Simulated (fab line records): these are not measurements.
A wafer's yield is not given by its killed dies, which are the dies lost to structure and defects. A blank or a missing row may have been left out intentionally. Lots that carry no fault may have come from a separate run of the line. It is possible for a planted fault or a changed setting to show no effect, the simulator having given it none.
A lot that was struck, set against a sound lot | flow n5 finfet | 16 out of 1938 route steps
Sound: the wafers L822.2, L822.4, L822.6. Struck: wafers L829.1, L829.4, L829.5. At the end, the cause is stated.
Each step with rows lists, per side, the tool, then ch with its chambers, then its first start. Under that, the readings that differ: sound wafers | struck wafers | difference of the means | sigmas: that difference in standard deviations of wafers without a fault.
alike: same words and numbers on both sides, and readings whose means sit less than 2 such deviations apart. not compared: any withheld reading, any reading some wafer has no value for, any bound like >300 that may hide the same value, and any number with overlapping values for which the record gives no deviation.
A row with sigmas, a row that says differs or no value, or rows on one side alone: a step with any of these is where the two part. When numbers do not overlap yet have no deviation, they are printed without sigmas and do not part them. A reading missing from all wafers of one side parts the sides only when that side holds two or more wafers.

first, 4 steps without rows for these wafers: N5_BEOL_M4_SOFTBAKE_23 (time 60 s); N5_BEOL_M4_EXPOSE_25 (exposes mask V3, defocus 5 nm); N5_BEOL_M4_PEB_26 (peb time 60 s); N5_BEOL_M4_DEVELOP_27 (develop time 30 s).
N5_BEOL_M4_CD_MEAS_28: target cd 26.2 nm, target cd y 24.1 nm.
  sound on cd sem-01 ch 0, day 8 06:35; struck on cd sem-02 ch 0, day 10 15:09
  alike: cd nm
N5_BEOL_M4_OVL_MEAS_29:
  sound on overlay-01 ch 0, day 8 06:37; struck on overlay-02 ch 0, day 10 15:11
  alike: V3_OVL
N5_BEOL_M4_INSPECT_30: inspects for defects (brightfield).
  sound: defect inspect-02 at day 8 06:41; struck: defect inspect-02 at day 10 15:14
  alike: raw defect count
N5_BEOL_M4_DESCUM_33: chemistry O2, time 7 s.
  sound on rie diel-01 ch 0,1,3, day 8 06:54; struck on rie diel-01 ch 0,2, day 10 16:33
  alike: chamber pressure mTorr, drypump motor current A, oes product au, rf vpp V, showerhead plenum p Torr, throttle valve pct
  not compared: rf hours counter h
N5_BEOL_M4_ETCH_77: etches underlayer in N2/H2, target depth 6.5 nm, time 5.2 s.
  sound on rie diel-01 ch 0,1,3, day 8 06:56; struck on rie diel-01 ch 0,2, day 10 16:35
  reading             | sound             | struck            | difference | sigmas
  h2 flow sccm (sccm) | 199.8 200.2 201.3 | 198.9 199.3 199.0 | -1.4       | -2
  alike: chamber pressure mTorr, drypump motor current A, etch rf on time s, oes product au, rf vpp V, showerhead plenum p Torr, throttle valve pct
  not compared: rf hours counter h
N5_BEOL_M4_ETCH_69: etches SiARC in CF4, target depth 15.6 nm, time 26 s.
  sound on rie diel-01 ch 0,1,3, day 8 06:57; struck on rie diel-01 ch 0,2, day 10 16:36
  alike: chamber pressure mTorr, drypump motor current A, etch rf on time s, oes product au, rf vpp V, showerhead plenum p Torr, throttle valve pct
  not compared: rf hours counter h
N5_BEOL_M4_ALD_98: deposits SiO2, target thk 2.5 nm, pulse time 1 s, co reactant pulse time 1 s.
  sound on ald sin-04 ch 0,2,3, day 8 07:08; struck on ald sin-03 ch 1,2, day 10 16:49
  reading            | sound    | struck     | difference | sigmas
  heater power w (W) | 75 66 71 | 106 91 107 | +31        | +3
  alike: precursor pulse height rel
N5_BEOL_M4_ETCHBACK_99: etches SiO2 in CHF3, target depth 5 nm, time 10.4 s.
  sound on rie diel-01 ch 2,3, day 8 07:21; struck on rie diel-06 ch 2,3, day 10 17:05
  reading                | sound             | struck            | difference | sigmas
  oes product au (a.u.)  | 0.95 0.89 0.96    | 0.80 0.70 0.70    | -0.20      | -2
  throttle valve pct (%) | 16.90 16.86 16.92 | 17.20 17.54 17.55 | +0.54      | +2
  alike: chamber pressure mTorr, drypump motor current A, rf vpp V, showerhead plenum p Torr
  not compared: rf hours counter h
N5_BEOL_M4_ETCH_70: etches SOC in N2/H2, target depth 80 nm, overetch 24 nm, time 130 s.
  sound on rie diel-01 ch 2,3, day 8 07:23; struck on rie diel-06 ch 2,3, day 10 17:07
  reading                | sound             | struck            | difference | sigmas
  h2 flow sccm (sccm)    | 200.4 200.1 200.4 | 219.7 219.6 219.9 | +19.4      | +32
  oes product au (a.u.)  | 0.70 0.66 0.71    | 0.57 0.52 0.51    | -0.16      | -3
  throttle valve pct (%) | 17.6 17.6 17.6    | 18.5 19.0 19.0    | +1.2       | +4
  alike: chamber pressure mTorr, drypump motor current A, rf vpp V, showerhead plenum p Torr
  not compared: rf hours counter h
then, 1 step without rows for these wafers: N5_BEOL_M4_STRIP_71 (strips in N2/H2).
N5_BEOL_M4_RC_MEAS_101:
  sound on prober-02 ch 0, day 8 11:43; struck on prober-01 ch 0, day 10 21:14
  alike: DIBL_N, DIBL_P, IOFF_N, IOFF_P, ION_N, ION_P, SS_N, SS_P, VT_N, VT_P
-- the record jumps here: 4 days lie between the struck wafers' starts before and after (it left off in module BEOL_M4 and takes up again in module PASSIVATION, whose first step shown is number 1936 of the route) --
N5_PASSIVATION_PROBE_49:
  rows exist in the record for the struck wafers here (prober-02, day 15 03:35), but not for the sound ones

## WHERE THEY PART
Last at N5_PASSIVATION_PROBE_49 as far as this record goes, first at N5_BEOL_M4_ETCH_77.

WHY: the cause the simulator had injected
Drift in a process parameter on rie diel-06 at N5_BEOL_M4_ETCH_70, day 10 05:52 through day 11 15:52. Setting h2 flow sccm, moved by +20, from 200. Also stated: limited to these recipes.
